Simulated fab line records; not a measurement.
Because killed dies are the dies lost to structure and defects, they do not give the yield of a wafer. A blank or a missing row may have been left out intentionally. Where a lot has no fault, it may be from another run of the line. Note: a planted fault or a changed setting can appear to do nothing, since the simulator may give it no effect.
Chamber matching | flow n5_finfet | rie_diel-05 running N5_BEOL_M1_ETCH_64: 4 sister chambers
The step etches SOC in N2/H2, target depth 75 nm, overetch 15 nm, time 112.5 s. 4 wafers are shown with their chamber, then 9 later ones without.

EACH WAFER AND ITS CHAMBER
wafer  | chamber | showerhead_plenum_p_Torr (Torr)
L087.1 | 1       | 2.50
L090.6 | 0       | 2.51
L092.2 | 3       | 2.43
L092.5 | 2       | 2.69

WAFERS WITHOUT THEIR CHAMBER
wafer  | showerhead_plenum_p_Torr (Torr)
L095.1 | 2.69
L095.2 | 2.50
L095.3 | 2.42
L094.2 | 2.42
L094.3 | 2.50
L094.6 | 2.42
L097.2 | 2.42
L097.4 | 2.42
L097.5 | 2.69

CHAMBER TAKEN BY EACH
wafer  | from the rows above     | in truth
L095.1 | 2                       | 2
L095.2 | can't be placed: 1 or 0 | 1
L095.3 | 3                       | 3
L094.2 | 3                       | 3
L094.3 | can't be placed: 1 or 0 | 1
L094.6 | 3                       | 3
L097.2 | 3                       | 3
L097.4 | 3                       | 3
L097.5 | 2                       | 2
7 of 9 placed correctly. From these rows, 2 cannot be placed; in 2 the true chamber is one of the candidates. Number placed wrongly: 0.
How it was worked out, from the rows above alone: a wafer's distance from a chamber is the root of the sum, over the readings, of the square of ((its reading less the chamber's mean) divided by the reading's scatter). The wafer belongs to the nearest chamber; if the next one is less than 2 further off, it can't be placed. A chamber's mean is the mean of its shown wafers. The scatter: root of mean squared gap, hidden wafer to nearest shown wafer, with one shown wafer a chamber.
